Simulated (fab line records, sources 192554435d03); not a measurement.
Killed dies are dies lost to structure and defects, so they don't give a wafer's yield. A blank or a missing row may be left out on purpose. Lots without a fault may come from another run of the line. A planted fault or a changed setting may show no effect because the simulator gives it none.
fab line records | flow n5_finfet
record lots=6 wafers=18 last_day=18
route steps=1938 shown BEOL_M0_SAQP@681 BEOL_M4@1111
lots that met no fault: from a run of the same line without faults
start_h: hours from the record's first day to the start of the lot's first wafer shown | wait_h: hours since the lot's step before | " the same as in the row above | L1.1+2: a row that stands for several wafers | - no value, or no start given | * or withheld: withheld | < > ~ a bound
route shown NAME@n: a module of which the file shows steps, and the number in the route of the first | usual: mean/standard deviation of fault-free wafers | same: alike in all rows | chamber/n: place in a boat | sites: the reading at each site | _std_site: their standard deviation | _edge_site: outer sites' mean less inner sites' | radius_mm: how far each site lies from the wafer's centre | mask NAME#n: copy n | behind: the tool/chamber that last shaped the wafer | hold: why the lot was held/for how many hours/how that ended | device: the transistor (n, p or np) that didn't switch | end of line: the same wafers' tests at the end of the route | a step without rows: its recipe alone | killed: dies lost to structure and defects at the first sort, not the wafer's yield | map: a wafer's dies, x killed, . not, _ none there
set.NAME: the setting as run; set.NAME@STEP: as run at that earlier step | model.NAME: the simulator's own value behind a step, which no gauge read
lots at some steps of the route; a table a step, a row a wafer
services: from which hour (start_h, from the record's first day; less than 0 if before it) a tool's chamber was out of use, for how many hours, and why
## steps
# step N5_BEOL_M0_SAQP_COAT_72
# recipe resist=SiARC temp_c=220 time_s=60 spin_rpm=1500 resist_thk_nm=15
# step N5_BEOL_M0_SAQP_COAT_87
# recipe resist=underlayer temp_c=205 time_s=60 spin_rpm=1500 resist_thk_nm=5
# step N5_BEOL_M0_SAQP_COAT_34
# recipe resist=CAR-EUV spin_rpm=1500 resist_thk_nm=30
# step N5_BEOL_M0_SAQP_EBR_36
# recipe solvent=PGMEA ebr_width_mm=1.5
# step N5_BEOL_M0_SAQP_SOFTBAKE_35
# recipe temp_c=110 time_s=60 resist=CAR-EUV
# step N5_BEOL_M0_SAQP_EXPOSE_37
# recipe mask_id=M0_CUT1 na=0.33 source_shape=annular sigma_inner=0.35 sigma_outer=0.8 polarization=unpolarized target_cd_nm=30 dose_mj=44.75
# step N5_BEOL_M0_SAQP_PEB_38
# recipe peb_temp_c=100 peb_time_s=60 resist=CAR-EUV
# step N5_BEOL_M0_SAQP_DEVELOP_39
# recipe develop_time_s=30 developer=TMAH resist=CAR-EUV rinse_liquid=surfactant_rinse dry=air_spin dev_temp_c=23
# step N5_BEOL_M0_SAQP_CD_MEAS_40
# recipe target_cd_nm=30 landing_energy_ev=500 detector=se_inlens
# usual cd_nm=30.07/0.23
# columns lot.wafer tool chamber start_h wait_h cd_nm
L275.2 cd_sem-03 0 110.56 - 30.44
L275.3 " 0 " " 30.19
L275.6 " 0 " " 30.07
L277.3 cd_sem-01 0 124.23 - 29.83
L277.5 " 0 " " 29.93
L277.6 " 0 " " 29.61
L288.2 cd_sem-01 0 193.25 - 30.14
L288.4 " 0 " " 30.12
L288.5 " 0 " " 30.16
L290.2 cd_sem-01 0 204.14 - 29.97
L290.3 " 0 " " 29.82
L290.4 " 0 " " 30.02
L297.2 cd_sem-01 0 251.12 - 30.40
L297.3 " 0 " " 29.56
L297.6 " 0 " " 30.04
L298.2 cd_sem-01 0 262.29 - 30.50
L298.4 " 0 " " 30.09
L298.6 " 0 " " 30.23
# step N5_BEOL_M0_SAQP_OVL_MEAS_41
# recipe points_per_wafer=522
# usual M0_CUT1_OVL=0.2/0.63
# columns lot.wafer tool chamber start_h wait_h M0_CUT1_OVL[nm]
L275.2 overlay-01 0 110.60 0.0 -0.2
L275.3 " 0 " " 0.9
L275.6 " 0 " " 0.6
L277.3 overlay-02 0 124.27 0.0 0.3
L277.5 " 0 " " 0.7
L277.6 " 0 " " 1.2
L288.2 overlay-01 0 193.29 0.0 0.9
L288.4 " 0 " " 0.1
L288.5 " 0 " " 0.8
L290.2 overlay-01 0 204.17 0.0 0.1
L290.3 " 0 " " -0.5
L290.4 " 0 " " -0.2
L297.2 overlay-01 0 251.16 0.0 -0.3
L297.3 " 0 " " -0.3
L297.6 " 0 " " -0.3
L298.2 overlay-02 0 262.32 0.0 0.1
L298.4 " 0 " " 0.2
L298.6 " 0 " " 1.2
# step N5_BEOL_M0_SAQP_INSPECT_42
# recipe mode=adi inspect_instrument=brightfield
# usual raw_defect_count=278/89
# columns lot.wafer tool chamber start_h wait_h raw_defect_count
L275.2 defect_inspect-01 - 110.65 0.0 275
L275.3 " - " " 252
L275.6 " - " " 195
L277.3 defect_inspect-02 - 124.31 0.0 263
L277.5 " - " " 332
L277.6 " - " " 256
L288.2 defect_inspect-01 - 193.34 0.0 197
L288.4 " - " " 158
L288.5 " - " " 215
L290.2 defect_inspect-01 - 204.22 0.0 188
L290.3 " - " " 195
L290.4 " - " " 196
L297.2 defect_inspect-02 - 251.21 0.0 269
L297.3 " - " " 242
L297.6 " - " " 177
L298.2 defect_inspect-02 - 262.37 0.0 202
L298.4 " - " " 264
L298.6 " - " " 229
# step N5_BEOL_M0_SAQP_DESCUM_45
# recipe chemistry=O2 time_s=7 source_power_w=50 bias_power_w=20 pressure_mtorr=20 rf_frequency_hz=2.712e+07 temp_c=40 resist=CAR-EUV o2_flow_sccm=225
# usual drypump_motor_current_A=5.8/0.4 oes_product_au=0.77/0.086 rf_vpp_V=242.6/1.3 showerhead_plenum_p_Torr=2.06/0.073 throttle_valve_pct=20.33/0.29
# same time_s=7
# columns lot.wafer tool chamber start_h wait_h drypump_motor_current_A oes_product_au rf_hours_counter_h rf_vpp_V showerhead_plenum_p_Torr throttle_valve_pct
L275.2 rie_diel-04 3 110.68 0.0 5.8 0.74 193 244.4 2.08 20.60
L275.3 " 0 " " 5.6 0.71 182 244.9 2.08 20.71
L275.6 " 3 " " 5.8 0.74 - 242.9 2.08 20.59
L277.3 rie_diel-02 1 124.75 0.4 5.7 0.78 122 241.6 1.93 19.92
L277.5 " 3 " " 6.3 0.69 - 244.6 2.14 20.18
L277.6 " 0 " " 5.7 0.76 - 242.6 2.10 20.58
L288.2 rie_diel-02 1 193.38 0.0 5.7 0.76 142 241.1 1.93 19.95
L288.4 " 0 " " 5.7 0.75 151 243.5 2.09 20.62
L288.5 " 3 " " 6.3 0.98 - 243.9 2.13 19.81
L290.2 rie_diel-02 2 204.26 0.0 5.2 0.95 8 243.5 2.06 19.96
L290.3 " 3 " " 6.3 0.96 4 243.6 2.13 19.83
L290.4 " 0 " " 5.7 0.74 154 242.4 2.09 20.62
L297.2 rie_diel-04 1 251.25 0.0 6.1 0.74 180 242.9 2.17 20.32
L297.3 " 3 " " 5.8 0.71 236 242.8 2.06 20.64
L297.6 " 0 " " 5.6 0.68 - 243.5 2.07 20.76
L298.2 rie_diel-03 3 262.48 0.1 6.2 0.77 129 241.9 2.01 20.44
L298.4 " 1 " " 4.7 0.93 21 244.2 2.13 20.14
L298.6 " 2 " " 6.2 0.71 - 242.3 1.99 20.41
# step N5_BEOL_M0_SAQP_ETCH_88
# recipe chemistry=N2/H2 target=underlayer target_depth_a=65 time_s=5.2 ion_energy_ev=200 mask_material=CAR-EUV pressure_mtorr=30 source_w=840 bias_w=150 n2_flow_sccm=200 h2_flow_sccm=200 ends=cleared
# usual drypump_motor_current_A=5.8/0.4 etch_rf_on_time_s=5.20/0.1 oes_product_au=0.66/0.073 rf_vpp_V=522.8/2.8 showerhead_plenum_p_Torr=2.50/0.09 throttle_valve_pct=17.79/0.29
# columns lot.wafer tool chamber start_h wait_h drypump_motor_current_A etch_rf_on_time_s oes_product_au rf_hours_counter_h rf_vpp_V showerhead_plenum_p_Torr throttle_valve_pct
L275.2 rie_diel-04 3 110.72 0.0 5.8 5.21 0.63 193 522.8 2.52 18.04
L275.3 " 0 " " 5.6 5.24 0.60 182 523.9 2.53 18.07
L275.6 " 3 " " 5.8 5.14 0.64 - 524.4 2.52 18.06
L277.3 rie_diel-02 1 124.78 0.0 5.7 5.11 0.67 122 519.9 2.35 17.37
L277.5 " 3 " " 6.3 5.36 0.58 - 526.8 2.62 17.80
L277.6 " 0 " " 5.7 5.38 0.64 - 525.5 2.55 18.07
L288.2 rie_diel-02 1 193.41 0.0 5.7 3.77 0.78 142 518.3 2.34 17.44
L288.4 " 0 " " 5.7 3.91 0.75 151 522.5 2.54 18.13
L288.5 " 3 " " 6.3 3.81 0.98 - 525.3 2.61 17.40
L290.2 rie_diel-02 2 204.29 0.0 5.1 3.70 0.97 8 522.9 2.49 17.33
L290.3 " 3 " " 6.3 3.79 0.97 4 525.6 2.61 17.48
L290.4 " 0 " " 5.7 3.90 0.75 154 524.7 2.54 18.16
L297.2 rie_diel-04 1 251.28 0.0 6.1 5.23 0.61 180 526.9 2.64 17.82
L297.3 " 3 " " 5.8 5.20 0.60 236 522.9 2.50 18.14
L297.6 " 0 " " 5.6 5.24 0.58 - 523.8 2.51 18.16
L298.2 rie_diel-03 3 262.51 0.0 6.2 5.20 0.66 129 523.9 2.45 17.90
L298.4 " 1 " " 4.7 4.99 0.79 21 525.7 2.59 17.53
L298.6 " 2 " " 6.2 5.19 0.60 - 519.1 2.43 18.00
# step N5_BEOL_M0_SAQP_ETCH_73
# recipe chemistry=CF4 target=SiARC target_depth_a=195 mask_material=CAR-EUV time_s=32.5 ion_energy_ev=80 pressure_mtorr=40 source_w=545 bias_w=36 Ar_flow_sccm=100 cf4_flow_sccm=100 ends=cleared
# usual cf4_flow_sccm=100.03/0.29 drypump_motor_current_A=5.8/0.39 etch_rf_on_time_s=32.3/0.61 oes_product_au=0.66/0.075 rf_vpp_V=183.7/1.2 showerhead_plenum_p_Torr=2.11/0.071 throttle_valve_pct=15.56/0.29
# columns lot.wafer tool chamber start_h wait_h cf4_flow_sccm drypump_motor_current_A etch_rf_on_time_s oes_product_au rf_hours_counter_h rf_vpp_V showerhead_plenum_p_Torr throttle_valve_pct
L275.2 rie_diel-04 3 110.74 0.0 100.13 5.8 32.4 0.63 193 184.8 2.12 15.77
L275.3 " 0 " " 100.06 5.6 32.6 0.61 182 182.3 2.13 15.92
L275.6 " 3 " " 100.15 5.8 32.4 0.63 - 184.0 2.12 15.79
L277.3 rie_diel-02 1 124.80 0.0 99.91 5.7 31.9 0.67 122 182.7 1.99 15.20
L277.5 " 3 " " 100.08 6.2 33.2 0.59 - 182.7 2.20 15.52
L277.6 " 0 " " 100.29 5.7 33.3 0.65 - 183.7 2.15 15.77
L288.2 rie_diel-02 1 193.43 0.0 99.50 5.7 31.2 0.66 142 182.2 1.98 15.24
L288.4 " 0 " " 99.99 5.7 32.7 0.64 151 184.6 2.15 15.83
L288.5 " 3 " " 100.38 6.3 31.7 0.84 - 184.8 2.19 15.04
L290.2 rie_diel-02 2 204.31 0.0 100.28 5.2 31.4 0.82 8 184.4 2.10 15.08
L290.3 " 3 " " 99.99 6.3 32.1 0.82 4 184.2 2.19 15.06
L290.4 " 0 " " 100.17 5.7 32.7 0.63 154 183.9 2.14 15.82
L297.2 rie_diel-04 1 251.30 0.0 100.24 6.1 32.5 0.63 180 184.7 2.22 15.57
L297.3 " 3 " " 100.41 5.8 32.8 0.61 236 183.5 2.11 15.89
L297.6 " 0 " " 100.41 5.6 32.4 0.59 - 182.7 2.12 15.99
L298.2 rie_diel-03 3 262.53 0.0 100.03 6.2 32.7 0.66 129 184.9 2.06 15.61
L298.4 " 1 " " 100.36 4.7 31.3 0.80 21 184.2 2.19 15.32
L298.6 " 2 " " 99.92 6.2 32.6 0.61 - 183.5 2.05 15.66
# step N5_BEOL_M4_RC_MEAS_101
# usual DIBL_N=35.7/1.3 DIBL_P=35.4/1.8 IOFF_N=0.152/0.027 IOFF_P=0.20/0.034 ION_N=672/9.8 ION_P=461/7.5 SS_N=71.4/0.55 SS_P=73.1/0.61 VT_N=251/3.3 VT_P=-251/3.6
# columns lot.wafer tool chamber start_h wait_h DIBL_N[mV/V] DIBL_P[mV/V] IOFF_N[nA/um] IOFF_P[nA/um] ION_N[uA/um] ION_P[uA/um] SS_N[mV/dec] SS_P[mV/dec] VT_N[mV] VT_P[mV]
L275.2 prober-02 0 162.89 0.2 34.8 37.0 0.161 0.23 683 471 71.2 73.2 247 -247
L275.3 " 0 " " 36.3 38.8 0.196 0.26 688 473 71.1 73.5 245 -245
L275.6 " 0 " " 35.8 38.0 0.179 0.25 684 472 71.4 73.3 246 -246
L277.3 prober-01 0 179.43 0.3 39.0 38.2 0.225 0.31 685 475 72.1 74.8 245 -246
L277.5 " 0 " " 36.1 35.0 0.169 0.24 681 467 71.7 72.7 251 -247
L277.6 " 0 " " 36.5 35.2 0.172 0.24 666 461 71.9 73.0 248 -247
L288.2 prober-02 0 241.49 0.4 35.9 35.9 0.141 0.19 665 454 71.2 73.2 253 -252
L288.4 " 0 " " 37.2 36.9 0.161 0.21 675 454 72.1 73.0 250 -253
L288.5 " 0 " " 34.6 33.9 0.126 0.17 658 454 71.0 72.2 255 -256
L290.2 prober-01 0 256.24 0.2 38.1 37.4 0.178 0.22 667 456 71.9 74.0 248 -251
L290.3 " 0 " " 37.8 36.4 0.179 0.20 676 455 72.1 74.4 249 -253
L290.4 " 0 " " 35.4 34.7 0.144 0.17 678 452 71.8 72.4 249 -255
L297.2 prober-01 0 308.32 0.2 36.9 37.5 0.164 0.22 682 465 71.1 73.7 249 -254
L297.3 " 0 " " 35.3 35.2 0.132 0.17 670 456 70.9 73.0 252 -253
L297.6 " 0 " " 36.3 36.8 0.148 0.20 674 459 71.1 73.7 252 -251
L298.2 prober-02 0 318.63 0.2 33.7 33.3 0.112 0.18 669 470 70.2 72.8 255 -250
L298.4 " 0 " " 32.7 31.1 0.097 0.15 661 459 71.1 72.6 258 -252
L298.6 " 0 " " 32.1 30.5 0.093 0.16 651 457 70.2 72.6 257 -253
## services
# columns tool chamber start_h hours kind
rie_diel-02 1 128.59 14.5 repair
rie_diel-02 2 143.09 - clean
rie_diel-02 2 143.09 - consumable_replace:focus_ring
rie_diel-02 2 143.09 35.0 scheduled_down
rie_diel-02 2 143.09 35.0 vent_cycle
rie_diel-03 1 170.57 - clean
rie_diel-03 1 170.57 - consumable_replace:focus_ring
rie_diel-03 1 170.57 23.4 scheduled_down
rie_diel-03 1 170.57 23.4 vent_cycle
rie_diel-02 3 178.06 - clean
rie_diel-02 3 178.06 - consumable_replace:focus_ring
rie_diel-02 3 178.06 12.3 scheduled_down
rie_diel-02 3 178.06 12.3 vent_cycle
rie_diel-04 2 185.70 - clean
rie_diel-04 2 185.70 - consumable_replace:focus_ring
rie_diel-04 2 185.70 13.5 scheduled_down
rie_diel-04 2 185.70 13.5 vent_cycle
rie_diel-04 2 250.08 2.5 repair
rie_diel-04 3 257.50 8.1 repair
## key
first_sign step=N5_BEOL_M0_SAQP_ETCH_88 reading=etch_rf_on_time_s direction=down sigmas=14 usual=* struck=*
effect step=N5_BEOL_M0_SAQP_ETCH_88 reading=oes_product_au direction=up sigmas=2.9 usual=0.66 struck=0.87 wafers_moved=3
met_at N5_BEOL_M0_SAQP_ETCH_88
struck_wafers L288.2,L288.4,L288.5,L290.2,L290.3,L290.4
onset_between 124.78 193.41
fault kind=process_parameter_drift tool=rie_diel-02 chamber=- onset_h=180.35 steps=N5_BEOL_M0_SAQP_ETCH_88 channel=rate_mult offset=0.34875 shape=step end_h=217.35
